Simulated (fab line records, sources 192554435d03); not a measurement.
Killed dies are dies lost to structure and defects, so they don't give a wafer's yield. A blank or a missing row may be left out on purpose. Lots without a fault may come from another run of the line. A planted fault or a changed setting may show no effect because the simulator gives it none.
Split-lot experiment | flow n5_finfet | 7 lots, 21 wafers read, on a route of 1938 steps

THE SPLIT
At N5_BEOL_M14_TRENCH_ETCH_34 (etches SiO2 in C4F8/O2/Ar, target depth 556.65 nm, time 126.9 s), the setting bias_w was moved away from the recipe's 2040 W on 5 of the 21 wafers read, by -9.9% to +14.6%. The other wafers ran this setting at the recipe's value.

The reading is taken at the split's own step.

THE READING
rf_vpp_V, in V, at N5_BEOL_M14_TRENCH_ETCH_34 (etches SiO2 in C4F8/O2/Ar, target depth 556.65 nm, time 126.9 s). Fault-free wafers of this fab line usually give 2215 V, standard deviation 40 V.

wafer  | tool, chamber at the split | bias_w as run, W | against the recipe | rf_vpp_V, V | against lot-mates on the recipe
L075.1 | rie_diel-02, 2             | 2040             | recipe             | 2250        | -
L075.4 | rie_diel-02, 0             | 2040             | recipe             | 2212        | -
L075.5 | rie_diel-02, 2             | 2040             | recipe             | 2252        | -
L083.2 | rie_diel-02, 3             | 2338             | +14.6%             | 2420        | +170
L083.4 | rie_diel-02, 1             | 2040             | recipe             | 2250        | -
L083.6 | rie_diel-02, 2             | 2338             | +14.6%             | 2471        | +221
L082.1 | rie_diel-02, 0             | 2040             | recipe             | 2211        | -
L082.4 | rie_diel-02, 0             | 2040             | recipe             | 2212        | -
L082.5 | rie_diel-02, 3             | 2040             | recipe             | 2202        | -
L090.1 | rie_diel-01, 1             | 2040             | recipe             | 2167        | -
L090.3 | rie_diel-01, 0             | 2040             | recipe             | 2149        | -
L090.6 | rie_diel-01, 0             | 2192             | +7.5%              | 2260        | +102
L096.2 | rie_diel-06, 3             | 2040             | recipe             | 2165        | -
L096.4 | rie_diel-06, 2             | 2040             | recipe             | 2252        | -
L096.6 | rie_diel-06, 1             | 2040             | recipe             | 2275        | -
L094.1 | rie_diel-02, 0             | 2040             | recipe             | 2210        | -
L094.2 | rie_diel-02, 2             | 2040             | recipe             | 2249        | -
L094.6 | rie_diel-02, 0             | 2040             | recipe             | 2210        | -
L092.1 | rie_diel-02, 1             | 2040             | recipe             | 2246        | -
L092.2 | rie_diel-02, 0             | 1839             | -9.9%              | 2054        | -192
L092.4 | rie_diel-02, 2             | 1839             | -9.9%              | 2091        | -155

THE FIT
A straight line over all 21 wafers: rf_vpp_V changes by +14.5 V for each +1% of bias_w; r = +0.92; the points scatter about the line by 38 V.
The same after taking each lot's own level away (the mean of its wafers on the recipe; 21 wafers): +14.7 V for each +1%; r = +0.96; scatter 26 V.
On that fit, the largest move of bias_w shifts the reading by 2.2e+02 V.
The lots' own levels span 2158.0 to 2250.0 V, that is 2.3 times the standard deviation above.
So the lot-to-lot level changes the slope little: the two slopes agree.
Check: with one of the wafers moved furthest among these (+14.6%) left out of the fit, the line predicts +231 V for it against its lot-mates. It came out at +170 V against them.
Tool readings at the split's step, against how far the setting was moved: rf_vpp_V r = +0.92.

OTHER SPLITS ON THESE WAFERS
These wafers also went through other splits before the reading. Each is held against what the fit with the lots' levels taken away leaves over:
other split on the same wafers | wafers away from the commonest value | r with rf_vpp_V (lot level and that fit taken away)
N5_BEOL_M12_EXPOSE_07 dose_mj  | 10                                   | -0.02

THE FILE'S OWN FIT
rf_vpp_V changes by +14.6 V for each +1% of bias_w, r = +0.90.
